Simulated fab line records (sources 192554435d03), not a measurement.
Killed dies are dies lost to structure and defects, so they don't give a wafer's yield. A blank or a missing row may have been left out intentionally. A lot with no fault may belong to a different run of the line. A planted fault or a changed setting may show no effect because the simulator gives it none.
fab line records | flow n5Finfet
[record] lots = 8 wafers = 20 lastDay = 18
route steps=1938 shown BEOL_M4@1111 BEOL_M6@1212 PASSIVATION@1936
lots that met no fault: from a run of the same line without faults
startH: start of the lot's first displayed wafer, in hours after the record's first day | waitH: hours elapsed since this lot's preceding step | " as in the row above | L1.1+2: a row that stands for several wafers | - no value present, or no start provided | * or withheld: withheld | < > ~ a bound
route shown NAME@n: names a module that has steps shown in the file, with the first one's number in the route | usual: mean/standard deviation of fault-free wafers | same: alike in all rows | chamber/n: place in a boat | sites: each site's reading | _std_site: their standard deviation | _edge_site: outer sites' mean less inner sites' | radiusMm: for every site, how far away it sits from the centre of the wafer | mask NAME#n: copy n | behind: tool/chamber where the wafer was last shaped | hold: reason for holding the lot/hours on hold/outcome of the hold | device: transistor that didn't switch, given as n, p or np | end of line: the route-end tests of the same wafers | where a step has no rows: the recipe by itself | killed: dies that structure and defects cost at the first sort, which is not the same as the wafer's yield | map: shows each die of a wafer: x if killed, . if not, _ if none is there
set.NAME: the setting the step ran with; set.NAME@STEP: the setting that earlier step ran with | model.NAME: the simulator's own value behind a step, which no gauge read
a sample of lots followed through the steps of the route, with each step as a table and each wafer as a row
services: a tool's chamber out of use, with start hour (startH, from the record's first day; less than 0 if before it), hours out, and reason
[[steps]]
[step N5_BEOL_M4_RC_MEAS_101]
[usual] DIBL_N = 36.1/2 DIBL_P = 36.3/2.5 IOFF_N = 0.16/0.037 IOFF_P = 0.21/0.039 ION_N = 678/15 ION_P = 465/8.7 SS_N = 71.4/0.7 SS_P = 73.3/0.74 VT_N = 249/3.6 VT_P = -250.0/2.9
// columns lot.wafer tool chamber startH waitH DIBL_N[mV/V] DIBL_P[mV/V] IOFF_N[nA/um] IOFF_P[nA/um] ION_N[uA/um] ION_P[uA/um] SS_N[mV/dec] SS_P[mV/dec] VT_N[mV] VT_P[mV]
L550.1 prober-02 0 178.41 0.0 38.3 39.1 0.24 0.29 711 482 71.9 73.6 241 -245.8
L550.2 " 0 " " 35.3 35.5 0.16 0.22 670 465 71.7 71.8 249 -248.4
L550.4 " 0 " " 35.2 36.0 0.16 0.23 671 465 71.8 72.8 245 -249.0
L551.2 prober-01 0 191.52 0.2 35.7 35.4 0.14 0.17 675 457 70.6 73.0 254 -255.2
L551.3 " 0 " " 37.6 37.8 0.18 0.22 674 460 72.1 74.7 249 -249.7
L557.3 prober-02 0 233.23 0.3 38.9 40.1 0.20 0.21 675 456 72.3 73.5 250 -253.0
L557.4 " 0 " " 35.9 37.6 0.15 0.18 673 453 71.5 72.7 252 -254.6
L557.6 " 0 " " 36.7 38.4 0.16 0.19 670 452 72.0 72.8 252 -253.3
L565.1 prober-02 0 283.95 0.0 32.4 32.2 0.11 0.13 660 448 70.8 71.7 252 -256.9
L565.3 " 0 " " 35.0 36.2 0.15 0.18 670 458 71.6 73.5 250 -254.3
L565.5 " 0 " " 32.9 34.0 0.13 0.16 675 461 70.4 71.8 248 -254.9
L564.2 prober-02 0 285.04 0.7 38.7 38.7 0.22 0.25 690 463 72.0 74.1 246 -247.5
L564.4 " 0 " " 37.1 37.5 0.20 0.23 690 469 71.7 72.8 246 -248.3
L567.1 prober-02 0 301.42 0.0 39.2 39.4 0.21 0.26 694 476 72.5 73.8 247 -247.5
L567.3 " 0 " " 35.9 35.9 0.14 0.21 666 457 71.6 73.8 250 -254.1
L568.1 prober-02 0 308.27 0.0 34.5 35.3 0.15 0.20 690 476 71.0 72.5 249 -250.5
L568.6 " 0 " " 34.3 35.2 0.13 0.19 660 453 70.8 72.5 252 -249.1
L571.4 prober-01 0 325.44 0.5 39.8 41.0 0.25 0.31 702 476 72.3 74.4 242 -245.9
L571.5 " 0 " " 36.3 37.9 0.17 0.25 687 474 71.1 74.2 246 -244.9
L571.6 " 0 " " 37.8 38.1 0.21 0.24 689 460 72.4 74.1 244 -248.1
[step N5_BEOL_M6_ETCH_62]
[recipe] chemistry = N2/H2 target = SOC targetDepthA = 1100 overetchA = 220 maskMaterial = SiARC tempC = 40 timeS = 165 ionEnergyEv = 200 pressureMtorr = 30 sourceW = 840 biasW = 150 n2FlowSccm = 200 h2FlowSccm = 200
[usual] drypumpMotorCurrentA = 5.8/0.41 oesProductAu = 0.70/0.077 rfVppV = 524.5/2.1 showerheadPlenumPTorr = 2.57/0.07 throttleValvePct = 17.74/0.26
// columns lot.wafer tool chamber startH waitH drypumpMotorCurrentA oesProductAu rfHoursCounterH rfVppV showerheadPlenumPTorr throttleValvePct
L550.1 rieDiel-04 1 193.30 0.0 5.4 0.60 237 524.7 2.63 18.22
L550.2 " 2 " " 5.9 0.69 112 526.4 2.65 17.75
L550.4 " 0 " " 5.3 0.58 248 526.7 2.59 18.14
L551.2 rieDiel-05 3 209.07 0.0 6.1 0.58 245 521.7 2.52 18.21
L551.3 " 0 " " 5.4 0.76 23 521.9 2.51 17.88
L557.3 rieDiel-04 3 246.43 0.0 5.3 0.58 255 523.1 2.49 18.03
L557.4 " 0 " " 5.3 0.79 - 526.3 2.58 17.59
L557.6 " 2 " " 5.8 0.67 - 527.8 2.65 17.78
L564.2 rieDiel-06 3 299.38 0.0 5.7 0.70 62 524.6 2.59 17.57
L564.4 " 0 " " 5.3 0.57 250 521.0 2.38 17.88
L565.1 rieDiel-06 1 299.64 0.0 6.5 0.75 40 526.2 2.57 17.36
L565.3 " 0 " " 5.4 0.57 250 517.8 2.38 17.85
L565.5 " 2 " " 6.4 0.74 - 524.8 2.57 17.48
L567.1 rieDiel-05 1 317.74 0.0 6.1 0.69 87 523.9 2.57 17.49
L567.3 " 0 " " 5.4 0.70 65 521.7 2.49 17.95
L568.1 rieDiel-05 2 326.54 0.0 5.7 0.62 179 525.9 2.66 18.10
L568.6 " 2 " " 5.7 0.61 - 526.8 2.66 18.09
L571.4 rieDiel-05 1 341.27 0.0 6.1 0.68 95 524.2 2.56 17.52
L571.5 " 2 " " 5.7 0.61 - 527.5 2.65 18.10
L571.6 " 1 " " 6.1 0.67 - 523.0 2.56 17.52
[step N5_BEOL_M6_STRIP_67]
[recipe] chemistry = CF4 resist = SiARC powerW = 300 biasPowerW = 75 pressureMtorr = 50 cf4FlowSccm = 150 rfFrequencyHz = 6e+07
[usual] drypumpMotorCurrentA = 5.8/0.41 oesProductAu = 0.83/0.092 rfVppV = 271.5/1.4 showerheadPlenumPTorr = 1.82/0.052 throttleValvePct = 13.50/0.24
// columns lot.wafer tool chamber startH waitH drypumpMotorCurrentA oesProductAu rfHoursCounterH rfVppV showerheadPlenumPTorr throttleValvePct
L550.1 rieDiel-04 1 193.45 0.0 5.4 0.71 237 273.7 1.85 13.83
L550.2 " 2 " " 5.8 0.80 112 273.1 1.89 13.71
L550.4 " 0 " " 5.3 0.68 248 272.5 1.83 13.95
L551.2 rieDiel-05 3 209.22 0.0 6.1 0.68 245 271.3 1.77 13.88
L551.3 " 0 " " 5.4 0.89 23 270.1 1.75 13.34
L557.3 rieDiel-04 3 246.57 0.0 5.3 0.70 255 271.3 1.78 14.05
L557.4 " 0 " " 5.3 0.92 - 272.0 1.82 13.37
L557.6 " 2 " " 5.9 0.79 - 273.0 1.89 13.77
L564.2 rieDiel-06 3 299.53 0.0 5.7 0.82 62 271.1 1.83 13.34
L564.4 " 0 " " 5.3 0.67 250 270.0 1.70 13.87
L565.1 rieDiel-06 1 299.78 0.0 6.5 0.88 40 271.5 1.85 13.31
L565.3 " 0 " " 5.3 0.66 250 267.7 1.70 13.87
L565.5 " 2 " " 6.4 0.87 - 271.1 1.82 13.33
L567.1 rieDiel-05 1 317.89 0.0 6.1 0.81 87 273.9 1.82 13.35
L567.3 " 0 " " 5.4 0.84 65 269.9 1.74 13.43
L568.1 rieDiel-05 2 326.68 0.0 5.7 0.72 179 272.4 1.88 13.80
L568.6 " 2 " " 5.7 0.73 - 271.7 1.88 13.82
L571.4 rieDiel-05 1 341.42 0.0 6.1 0.80 95 272.0 1.82 13.36
L571.5 " 2 " " 5.7 0.72 - 273.7 1.88 13.81
L571.6 " 1 " " 6.1 0.80 - 270.9 1.82 13.36
[step N5_BEOL_M6_HM_OPEN_17]
[recipe] chemistry = Cl2/BCl3 targetDepthA = 200 overetchA = 60 target = TiN maskMaterial = SOC ionEnergyEv = 150 pressureMtorr = 10 icpW = 1000 biasW = 126 Cl2_flow_sccm = 53.25 bcl3FlowSccm = 21.75 Ar_flow_sccm = 25
[usual] drypumpMotorCurrentA = 5.59/0.25 oesProductAu = 0.73/0.082 throttleValvePct = 22.35/0.24
// columns lot.wafer tool chamber startH waitH drypumpMotorCurrentA oesProductAu rfHoursCounterH throttleValvePct
L550.1 rieMetal-02 1 193.49 0.0 5.78 0.79 4 22.31
L550.2 " 0 " " 5.28 0.51 127 22.46
L550.4 " 1 " " 5.78 0.80 - 22.29
L551.2 rieMetal-03 1 209.26 0.0 5.47 0.64 48 22.30
L551.3 " 1 " " 5.48 0.64 - 22.30
L557.3 rieMetal-02 1 246.65 0.1 5.81 0.77 - 22.31
L557.4 " 0 " " 5.29 0.83 - 21.99
L557.6 " 0 " " 5.29 0.85 - 21.98
L564.2 rieMetal-02 1 299.57 0.0 5.79 0.74 15 22.31
L564.4 " 0 " " 5.28 0.72 - 22.12
L565.1 rieMetal-02 1 299.82 0.0 5.81 0.73 15 22.35
L565.3 " 0 " " 5.28 0.71 - 22.12
L565.5 " 0 " " 5.28 0.78 - 22.02
L567.1 rieMetal-02 1 317.93 0.0 5.81 0.74 17 22.31
L567.3 " 0 " " 5.28 0.71 - 22.11
L568.1 rieMetal-01 1 326.72 0.0 5.84 0.75 17 22.80
L568.6 " 0 " " 5.40 0.69 - 22.49
L571.4 rieMetal-03 0 341.49 0.1 5.98 0.82 - 22.24
L571.5 " 0 " " 5.98 0.83 - 22.25
L571.6 " 1 " " 5.49 0.62 - 22.31
[step N5_BEOL_M6_VIA_ETCH_34]
[recipe] chemistry = C4F6/O2 target = SiCOH_lowk targetDepthA = 1263 maskMaterial = SOC taperDeg = 4 timeS = 50.9 ionEnergyEv = 250 pressureMtorr = 30 sourceW = 345 biasW = 185 Ar_flow_sccm = 300 C4F6_flow_sccm = 10 O2_flow_sccm = 10
[usual] drypumpMotorCurrentA = 5.7/0.41 oesProductAu = 0.83/0.086 rfVppV = 672/27 showerheadPlenumPTorr = 2.88/0.069 throttleValvePct = 20.80/0.23
// columns lot.wafer tool chamber startH waitH drypumpMotorCurrentA oesProductAu rfHoursCounterH rfVppV showerheadPlenumPTorr throttleValvePct
L550.1 rieDiel-05 3 195.77 0.0 6.2 0.68 241 668 2.80 21.05
L550.2 " 2 " " 5.7 0.77 131 689 2.95 20.76
L550.4 " 0 " " 5.4 0.90 19 681 2.80 20.81
L551.2 rieDiel-06 3 214.35 0.0 5.7 0.86 33 652 2.88 20.49
L551.3 " 2 " " 6.4 0.91 26 703 2.88 20.54
L557.3 rieDiel-05 1 249.21 0.0 6.2 0.85 56 665 2.89 20.58
L557.4 " 0 " " 5.4 0.86 - 679 2.79 20.84
L557.6 " 2 " " 5.7 0.75 - 689 2.94 20.81
L564.2 rieDiel-05 0 300.97 0.0 5.3 0.83 58 680 2.78 20.87
L564.4 " 0 " " 5.3 0.45 - 678 2.78 20.77
L565.1 rieDiel-06 3 301.16 0.0 5.7 0.83 63 652 2.87 20.53
L565.3 " 1 " " 6.5 0.57 40 692 2.91 20.51
L565.5 " 3 " " 5.7 0.84 - 651 2.87 20.54
L567.1 rieDiel-06 3 321.03 0.0 5.7 0.81 70 651 2.86 20.55
L567.3 " 2 " " 6.4 0.42 61 704 2.86 20.47
L568.1 rieDiel-04 2 331.29 0.0 5.9 0.76 165 692 2.95 21.02
L568.6 " 2 " " 5.9 0.77 - 693 2.95 21.02
L571.4 rieDiel-04 3 342.88 0.0 5.4 0.89 - 609 2.78 20.87
L571.5 " 2 " " 5.9 0.77 - 692 2.95 21.03
L571.6 " 1 " " 5.4 0.89 - 656 2.87 20.57
[step N5_BEOL_M6_OCD_MEAS_38]
[usual] trenchDepthNm = 95.2/1.8
// columns lot.wafer tool chamber startH waitH trenchDepthNm
L550.1 ocd-01 - 196.01 - 93.1
L550.2 " - " " 96.3
L550.4 " - " " 93.4
L551.2 ocd-01 - 214.59 - 95.0
L551.3 " - " " 94.4
L557.3 ocd-01 - 249.46 - 96.4
L557.4 " - " " 92.9
L557.6 " - " " 94.8
L564.2 ocd-02 - 301.22 - 89.3
L564.4 " - " " 24.3
L565.1 ocd-01 - 301.41 - 95.3
L565.3 " - " " 41.7
L565.5 " - " " 95.5
L567.1 ocd-01 - 321.28 - 93.8
L567.3 " - " " 16.9
L568.1 ocd-01 - 331.54 - 94.4
L568.6 " - " " 94.2
L571.4 ocd-01 - 343.11 - 96.2
L571.5 " - " " 95.3
L571.6 " - " " 96.2
[step N5_BEOL_M6_CURE_75]
[recipe] tempC = 370 timeS = 120 ambient = DMADMS/He material = SiCOH_lowk
[usual] lampPowerPct = 52.31/0.057 wafer_temp_C_max = 371.5/0.61
// columns lot.wafer tool chamber startH waitH lampPowerPct wafer_temp_C_max
L550.1 uvCure-02 0 196.22 0.0 52.30 372.1
L550.2 " 0 " " 52.34 372.1
L550.4 " 0 " " 52.26 372.4
L551.2 uvCure-03 0 214.89 0.1 52.39 371.1
L551.3 " 0 " " 52.25 371.3
L557.3 uvCure-03 1 249.75 0.1 52.34 370.6
L557.4 " 1 " " 52.36 370.6
L557.6 " 1 " " 52.24 370.9
L564.2 uvCure-01 1 301.51 0.1 52.29 372.5
L564.4 " 1 " " 52.32 371.6
L565.1 uvCure-03 0 301.76 0.2 52.32 371.7
L565.3 " 0 " " 52.34 371.5
L565.5 " 0 " " 52.29 372.3
L567.1 uvCure-03 0 321.62 0.2 52.21 371.1
L567.3 " 0 " " 52.40 371.2
L568.1 uvCure-01 1 331.98 0.3 52.24 371.5
L568.6 " 1 " " 52.31 371.0
L571.4 uvCure-01 1 343.46 0.2 52.24 371.7
L571.5 " 1 " " 52.30 372.3
L571.6 " 1 " " 52.46 372.0
[step N5_BEOL_M6_RS_MEAS_57]
[recipe] thkMeasGauge = four-point-probe reads = Cu_of_BEOL_M6_ECD_50+Co_of_BEOL_M6_CVD_78+TaN_of_BEOL_M6_ALD_77
[usual] M6_RS = 0.282/0.0094
// columns lot.wafer tool chamber startH waitH M6_RS[ohm/sq]
L550.1 filmMetro-01 - 198.68 0.1 0.300
L550.2 " - " " 0.287
L550.4 " - " " 0.283
L551.2 filmMetro-02 - 218.00 0.1 0.272
L551.3 " - " " 0.290
L557.3 filmMetro-01 - 251.91 0.1 0.280
L557.4 " - " " 0.284
L557.6 " - " " 0.283
L564.2 filmMetro-01 - 303.87 0.1 0.297
L564.4 " - " " -
L565.1 filmMetro-02 - 305.22 0.1 0.280
L565.3 " - " " -
L565.5 " - " " 0.280
L567.1 filmMetro-01 - 326.60 0.1 0.293
L567.3 " - " " -
L568.1 filmMetro-01 - 335.82 0.1 0.288
L568.6 " - " " 0.289
L571.4 filmMetro-02 - 345.47 0.0 0.269
L571.5 " - " " 0.285
L571.6 " - " " 0.273
[step N5_PASSIVATION_PROBE_49]
[usual] defectLimitedYield = 91.1/1.3 killed_at_M0_to_M3 = 32/9.7 killed_at_M4_up = 16/6 killedAtContacts = 12/5.9 killedAtFrontEnd = 41/11 killedAtOther = 4/3.1 killedDies = 104/16 killedOnRim = 14/4 killedOpen = 68/12 killedShort = 34/7.4 sort_bin_5_function = 5.1/0.85 sort_bin_6_memory = 3.3/0.66 sort_bin_8_speed = 0.1/0.53 sortNPass = 1075/16 sortYieldPct = 91.1/1.4
[same] grossDies = 1180 killedAtBackSide = 0 sort_bin_4_leakage[%] = 0
// columns lot.wafer tool chamber startH waitH defectLimitedYield[%] killed_at_M0_to_M3 killed_at_M4_up killedAtContacts killedAtFrontEnd killedAtOther killedDies killedOnRim killedOpen killedShort sort_bin_5_function[%] sort_bin_6_memory[%] sort_bin_8_speed[%] sortNPass sortYieldPct[%]
L550.1 prober-02 - 291.22 0.0 91.7 25 16 4 50 3 98 15 65 29 4.5 3.6 0 1082 91.7
L550.2 prober-02 - 291.27 0.1 93.3 17 11 12 33 6 79 11 57 19 4.3 2.4 0 1101 93.3
L550.4 prober-02 - 291.37 0.2 90.6 36 17 18 36 4 111 14 69 38 5.4 3.6 0 1069 90.6
L551.2 prober-01 - 309.99 0.1 92.1 33 9 10 40 1 93 12 68 23 4.4 3.2 0 1087 92.1
L551.3 prober-01 - 310.04 0.1 89.2 36 15 5 59 12 127 20 82 37 5.9 4.5 0 1053 89.2
L557.3 prober-01 - 332.30 0.1 92.6 19 18 18 27 5 87 11 57 28 5.0 2.2 0 1093 92.6
L557.4 prober-01 - 332.35 0.2 91.1 21 20 11 53 0 105 16 58 46 5.8 2.7 0 1075 91.1
L557.6 prober-01 - 332.45 0.3 90.4 29 20 15 47 2 113 16 67 39 5.3 3.4 0 1067 90.4
L565.1 prober-02 - 394.65 0.0 93.7 15 16 12 29 2 74 12 51 22 3.5 2.8 0.1 1105 93.6
L565.3 prober-02 - 394.75 0.1 42.6 21 592 12 49 3 677 151 67 34 54.3 2.6 0 503 42.6
L565.5 prober-02 - 394.85 0.2 91.9 25 17 8 34 11 95 14 63 32 4.7 2.8 0 1085 91.9
L564.2 prober-02 - 399.00 0.1 89.8 45 10 10 55 0 120 17 81 31 5.7 3.8 0 1060 89.8
L564.4 prober-02 - 399.10 0.2 26.1 43 753 14 54 8 872 136 81 48 68.3 4.9 0 308 26.1
L567.1 prober-01 - 412.94 0.0 91.0 30 9 9 55 3 106 15 58 38 4.7 3.3 0 1074 91.0
L567.3 prober-01 - 413.04 0.1 19.3 48 820 16 66 2 952 150 87 51 75.5 4.8 0 228 19.3
L568.1 prober-01 - 425.29 0.0 90.8 25 6 19 56 3 109 17 80 28 5.4 3.6 0 1071 90.8
L568.6 prober-01 - 425.54 0.3 90.8 41 7 9 49 3 109 15 66 41 4.8 3.9 0 1071 90.8
L571.4 prober-01 - 430.62 0.2 91.5 35 13 8 32 12 100 19 60 34 4.9 2.9 0 1080 91.5
L571.5 prober-01 - 430.67 0.2 89.9 36 20 7 49 7 119 21 68 43 4.9 3.8 0 1061 89.9
L571.6 prober-01 - 430.72 0.3 90.7 30 25 10 35 10 110 19 77 32 5.3 3.8 0 1070 90.7
// killed by level:class
L550.1 FIN_SAQP:geometricParticle:short=12 DUMMY_GATE:geometricParticle:open=11 FIN_SAQP:geometricParticle:open=8 STI_FIN_REVEAL:geometricParticle:open=6 BEOL_M1:geometricParticle:open=5 MOL_CONTACT_COAG:geometricParticle:open=4 BEOL_M2:geometricParticle:open=4 BEOL_M5:geometricParticle:open=4
L550.2 MOL_CONTACT_COAG:geometricParticle:open=10 FIN_SAQP:geometricParticle:open=6 FIN_SAQP:geometricParticle:short=5 STI_FIN_REVEAL:geometricParticle:open=5 DUMMY_GATE:geometricParticle:open=5 GATE_CUT:geometricParticle:open=5 BEOL_M0:geometricParticle:open=4 BEOL_M7:geometricParticle:open=4
L550.4 MOL_CONTACT_COAG:geometricParticle:open=15 BEOL_M1:geometricParticle:open=10 STI_FIN_REVEAL:geometricParticle:open=8 BEOL_M0_SAQP:geometricParticle:short=6 GATE_CUT:geometricParticle:open=5 BEOL_M0:geometricParticle:open=5 FIN_SAQP:geometricParticle:short=4 FIN_SAQP:geometricParticle:open=4
L551.2 BEOL_M3:geometricParticle:open=13 FIN_SAQP:geometricParticle:open=12 STI_FIN_REVEAL:geometricParticle:open=10 BEOL_M0:geometricParticle:open=7 MOL_CONTACT_COAG:geometricParticle:short=6 FIN_SAQP:geometricParticle:short=4 STARTING-WAFER:geometricParticle:open=4 MOL_CONTACT_COAG:geometricParticle:open=4
L551.3 FIN_SAQP:geometricParticle:open=17 DUMMY_GATE:geometricParticle:open=11 BEOL_M1:geometricParticle:open=10 FIN_SAQP:geometricParticle:short=9 STI_FIN_REVEAL:geometricParticle:open=7 PASSIVATION:areaEtch=7 BEOL_M3:geometricParticle:open=6 BEOL_M4:geometricParticle:open=5
L557.3 MOL_CONTACT_COAG:geometricParticle:open=15 FIN_SAQP:geometricParticle:short=11 BEOL_M4:geometricParticle:open=8 BEOL_M0_SAQP:geometricParticle:open=6 FIN_SAQP:geometricParticle:open=4 ILD0:geometricParticle:open=3 MOL_CONTACT_COAG:geometricParticle:short=3 BEOL_M0_SAQP:geometricParticle:short=3
L557.4 FIN_SAQP:geometricParticle:short=20 MOL_CONTACT_COAG:geometricParticle:open=10 BEOL_M4:geometricParticle:open=8 FIN_SAQP:geometricParticle:open=6 STARTING-WAFER:geometricParticle:short=5 BEOL_M2:geometricParticle:open=4 GATE_CUT:geometricParticle:short=4 BEOL_M0_SAQP:geometricParticle:open=4
L557.6 FIN_SAQP:geometricParticle:short=13 MOL_CONTACT_COAG:geometricParticle:open=13 FIN_SAQP:geometricParticle:open=9 BEOL_M0_SAQP:geometricParticle:short=9 DUMMY_GATE:geometricParticle:open=8 BEOL_M2:geometricParticle:open=6 BEOL_M0_SAQP:geometricParticle:open=5 BEOL_M4:geometricParticle:short=4
L565.1 MOL_CONTACT_COAG:geometricParticle:open=10 STI_FIN_REVEAL:geometricParticle:open=8 FIN_SAQP:geometricParticle:open=5 BEOL_M4:geometricParticle:open=5 BEOL_M2:geometricParticle:open=4 STARTING-WAFER:geometricParticle:short=4 FIN_SAQP:geometricParticle:short=3 GATE_CUT:geometricParticle:short=3
L565.3 BEOL_M6:areaOpen=576 FIN_SAQP:geometricParticle:short=13 FIN_SAQP:geometricParticle:open=12 STI_FIN_REVEAL:geometricParticle:open=10 MOL_CONTACT_COAG:geometricParticle:open=10 BEOL_M4:geometricParticle:open=8 BEOL_M0_SAQP:geometricParticle:open=5 BEOL_M3:geometricParticle:open=5
L565.5 FIN_SAQP:geometricParticle:open=11 STI_FIN_REVEAL:geometricParticle:open=8 BEOL_M0_SAQP:geometricParticle:short=6 BEOL_M3:geometricParticle:open=6 FIN_SAQP:geometricParticle:short=5 MOL_CONTACT_COAG:geometricParticle:open=5 BEOL_M0_SAQP:geometricParticle:open=5 BEOL_M4:geometricParticle:open=5
L564.2 FIN_SAQP:geometricParticle:open=14 BEOL_M3:geometricParticle:open=12 BEOL_M0_SAQP:geometricParticle:open=11 FIN_SAQP:geometricParticle:short=10 BEOL_M2:geometricParticle:open=9 HKMG_FIN:areaEtch=8 MOL_CONTACT_COAG:geometricParticle:open=7 BEOL_M0_SAQP:geometricParticle:short=7
L564.4 BEOL_M6:areaOpen=742 FIN_SAQP:geometricParticle:open=14 MOL_CONTACT_COAG:geometricParticle:open=13 BEOL_M0_SAQP:geometricParticle:short=13 BEOL_M2:geometricParticle:open=11 FIN_SAQP:geometricParticle:short=10 BEOL_M0_SAQP:geometricParticle:open=7 BEOL_M3:geometricParticle:open=5
L567.1 HKMG_FIN:areaEtch=10 FIN_SAQP:geometricParticle:short=9 STI_FIN_REVEAL:geometricParticle:open=9 BEOL_M3:geometricParticle:open=9 MOL_CONTACT_COAG:geometricParticle:open=6 ILD0:geometricParticle:short=5 BEOL_M1:geometricParticle:open=5 STI_FIN_REVEAL:geometricParticle:short=4
L567.3 BEOL_M6:areaOpen=814 FIN_SAQP:geometricParticle:open=20 FIN_SAQP:geometricParticle:short=18 BEOL_M3:geometricParticle:open=18 MOL_CONTACT_COAG:geometricParticle:open=15 DUMMY_GATE:geometricParticle:open=8 BEOL_M0_SAQP:geometricParticle:short=7 ILD0:geometricParticle:short=7
L568.1 MOL_CONTACT_COAG:geometricParticle:open=16 FIN_SAQP:geometricParticle:open=10 BEOL_M0_SAQP:geometricParticle:open=9 STI_FIN_REVEAL:geometricParticle:open=8 DUMMY_GATE:geometricParticle:open=7 BEOL_M3:geometricParticle:open=6 FIN_SAQP:geometricParticle:short=5 ILD0:geometricParticle:open=5
L568.6 BEOL_M0_SAQP:geometricParticle:short=11 FIN_SAQP:geometricParticle:open=9 FIN_SAQP:geometricParticle:short=9 BEOL_M0_SAQP:geometricParticle:open=9 STI_FIN_REVEAL:geometricParticle:open=8 BEOL_M2:geometricParticle:open=7 BEOL_M3:geometricParticle:open=7 GATE_CUT:geometricParticle:open=6
L571.4 BEOL_M3:geometricParticle:open=11 FIN_SAQP:geometricParticle:open=8 MOL_CONTACT_COAG:geometricParticle:open=7 BEOL_M0_SAQP:geometricParticle:short=6 BEOL_M4:geometricParticle:open=6 HKMG_FIN:areaEtch=6 FIN_SAQP:geometricParticle:short=4 BEOL_M0_SAQP:geometricParticle:open=4
L571.5 FIN_SAQP:geometricParticle:short=10 BEOL_M3:geometricParticle:open=9 STI_FIN_REVEAL:geometricParticle:open=8 BEOL_M4:geometricParticle:open=8 HKMG_FIN:areaEtch=8 BEOL_M2:geometricParticle:short=6 BEOL_M0_SAQP:geometricParticle:short=5 DUMMY_GATE:geometricParticle:open=5
L571.6 FIN_SAQP:geometricParticle:short=13 BEOL_M4:geometricParticle:open=12 MOL_CONTACT_COAG:geometricParticle:open=10 BEOL_M3:geometricParticle:open=9 BEOL_M2:geometricParticle:open=7 BEOL_M0_SAQP:geometricParticle:short=6 FIN_SAQP:geometricParticle:open=5 STARTING-WAFER:geometricParticle:open=5
[[services]]
// columns tool chamber startH hours kind
uvCure-01 - 174.64 0.7 repair
rieDiel-04 2 175.54 3.6 repair
uvCure-02 - 176.10 7.5 pm
rieDiel-05 1 183.42 12.0 repair
rieMetal-03 0 188.68 12.9 repair
uvCure-01 - 200.26 0.2 repair
rieDiel-05 - 205.16 0.7 repair
uvCure-01 - 211.02 1.0 pm
rieDiel-05 - 218.37 0.1 repair
rieDiel-05 3 242.46 40.9 repair
uvCure-01 - 248.69 7.5 pm
rieDiel-04 1 252.29 3.0 repair
rieDiel-06 2 275.94 2.5 repair
rieDiel-05 3 283.73 - clean
rieDiel-05 3 283.73 - consumableReplace:focusRing
rieDiel-05 3 283.73 26.2 scheduledDown
rieDiel-05 3 283.73 26.2 ventCycle
rieMetal-03 - 295.92 14.6 pm
uvCure-02 - 306.34 2.1 pm
rieMetal-01 0 320.04 4.9 repair
rieMetal-01 - 327.12 14.6 pm
uvCure-01 - 328.81 2.1 pm
uvCure-03 - 337.31 2.8 pm
rieMetal-03 - 337.52 1.8 repair
[[key]]
[firstSign] step = N5_BEOL_M6_VIA_ETCH_34 reading = oesProductAu direction = down sigmas = 4.1 usual = 0.83 struck = 0.48
[effect] step = N5_BEOL_M6_OCD_MEAS_38 reading = trenchDepthNm direction = down sigmas = 37 usual = 95.2 struck = 27.6
[effect] step = N5_BEOL_M6_RS_MEAS_57 reading = M6_RS direction = missing
[effect] step = N5_PASSIVATION_PROBE_49 reading = killed_at_M4_up direction = up sigmas = 99+ usual = 16 struck = 722
[moreKillsBornAt] N5_BEOL_M6_HM_OPEN_17@rieMetal-02 = 2132
metAt N5_BEOL_M6_HM_OPEN_17
struckLots L564,L565,L567
struckWafers L564.4,L565.3,L567.3
laterRowsLeftOut L564.4,L567.3
[baselineLoss] step = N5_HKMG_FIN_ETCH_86 wafers = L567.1
notActingAt N5_BEOL_M6_ETCH_62,N5_BEOL_M6_STRIP_67,N5_BEOL_M6_CURE_75
onsetBetween 246.65 299.57
[fault] kind = processParameterDrift tool = rieMetal-02 chamber = - onsetH = 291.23 steps = N5_BEOL_M6_HM_OPEN_17 channel = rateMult offset = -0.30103 shape = step endH = 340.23 scope = struckWafersOnly
// laterRowsLeftOut: the simulator's readings of these wafers behind a module that went badly wrong aren't trusted and aren't shown, but for the sort
// baselineLoss: these wafers lose ten dies or more at that step, a loss of the line's own and not of a fault; the sort's usual values leave them out
